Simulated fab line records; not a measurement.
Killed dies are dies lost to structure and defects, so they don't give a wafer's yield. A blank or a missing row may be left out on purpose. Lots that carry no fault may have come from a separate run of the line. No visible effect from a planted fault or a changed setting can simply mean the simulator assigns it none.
Comparing a struck lot with a sound one / flow nandHarc / 15 out of 1159 route steps
Sound: wafers L449.1, L449.2, L449.3. Wafers struck: L443.2, L443.3, L443.4. The cause is given at the end.
Order at every step that has rows: each side's tool, ch and its chambers, its first start. Under that, the readings that differ: sound wafers / struck wafers / difference of the means / sigmas: that difference in standard deviations of wafers without a fault.
alike: readings whose means differ by less than 2 such deviations, and words and numbers that are the same on both sides. not compared: withheld readings, readings that some wafer has no value for, bounds like >300 that may hide the same value, and numbers for which the record gives no deviation and whose values overlap.
The two part at a step that has a row with sigmas, a row that says differs or no value, or rows on one side only. Numbers that have no deviation but don't overlap get no sigmas and don't part them. Lack of a reading on every wafer of one side parts them only where that side has two or more wafers.

NHARC_A_CONTACT_ETCH_131: etches the open film in C4F8/O2/Ar, time 155 s, target depth 956 nm.
  sound on harCapEtch-01 ch 0,1, day 20 11:36; struck on harCapEtch-02 ch 0,1, day 18 05:51
  not compared: rfHoursCounterH
NHARC_A_CONTACT_ETCH_132: etches the open film in C4F8/O2/Ar, time 156 s, target depth 958 nm.
  sound on harCapEtch-01 ch 0,1, day 20 11:44; struck on harCapEtch-02 ch 0,1, day 18 05:59
  not compared: rfHoursCounterH
NHARC_A_CONTACT_ETCH_133: etches the open film in C4F8/O2/Ar, time 195 s, target depth 840 nm.
  sound on harCapEtch-01 ch 0,1, day 20 11:53; struck on harCapEtch-02 ch 0,1, day 18 06:08
  not compared: rfHoursCounterH
NHARC_A_CONTACT_ETCH_91: etches the open film in CH3F/O2, target depth 40 nm, time 85.7 s.
  sound on rieDiel-08 ch 0,2,3, day 20 12:28; struck on rieDiel-08 ch 1,2,3, day 18 06:41
reading=rfHoursCounterH (h); sound=37 36 37; struck=20 25 26; difference=-13; sigmas=
  alike: drypumpMotorCurrentA, oesProductAu, rfVppV, showerheadPlenumPTorr, throttleValvePct
then, 1 step without rows for these wafers: NHARC_A_CONTACT_ETCH_97 (etches the open film in C4F6/O2, target depth 20 nm, time 10 s).
NHARC_A_CONTACT_CD_MEAS_80:
  sound on cdSem-03 at day 20 12:44; struck on cdSem-02 at day 18 06:55
  alike: cdNm
then, 3 steps without rows for these wafers: NHARC_A_CONTACT_STRIP_103 (strips in N2/H2); NHARC_A_CONTACT_STRIP_104 (strips in CF4/CHF3); NHARC_A_CONTACT_STRIP_105 (strips in O2/COS).
NHARC_A_CONTACT_ETCH_106: etches the open film in CF4/O2, target depth 60 nm, overetch 6 nm, time 33 s.
  sound on rieDiel-08 ch 1,2,3, day 20 13:11; struck on rieDiel-10 ch 0,1,3, day 18 07:17
reading=oesProductAu (a.u.); sound=1.017 1.013 0.997; struck=0.986 0.978 0.997; difference=-0.022; sigmas=-2
reading=rfHoursCounterH (h); sound=31 36 37; struck=20 17 18; difference=-16; sigmas=
  alike: drypumpMotorCurrentA, rfVppV, showerheadPlenumPTorr, throttleValvePct
then, 2 steps without rows for these wafers: NHARC_A_CONTACT_STRIP_82 (strips in O2); NHARC_A_CONTACT_STRIP_83 (strips in post etch residue remover, time 600 s).
NHARC_A_CONTACT_DEP_84: deposits aC, target thk 2000 nm.
  sound on aclDep-02 ch 0, day 20 13:51; struck on aclDep-01, day 18 08:08
  no value came back on the struck wafers for susceptorTempC (C), throttleValvePct (%); on the sound wafers susceptorTempC (C) reads 399.88 399.69 399.86
then, 1 step without rows for these wafers: NHARC_A_CONTACT_DEP_85 (deposits SiON, target thk 50 nm).
-- jump in the record: it breaks off in module A_CONTACT and resumes in module END (first step shown: number 1159 of the route), and 2 days separate the struck wafers' starts before and after --
NHARC_END_SORT_01:
  here the record holds rows for the struck wafers (prober-01 ch 0, day 20 19:27) but none for the sound ones

## WHERE THEY PART
At NHARC_A_CONTACT_ETCH_106 first; at NHARC_END_SORT_01 last (within this record only).

WHY: what had been put in by the simulator
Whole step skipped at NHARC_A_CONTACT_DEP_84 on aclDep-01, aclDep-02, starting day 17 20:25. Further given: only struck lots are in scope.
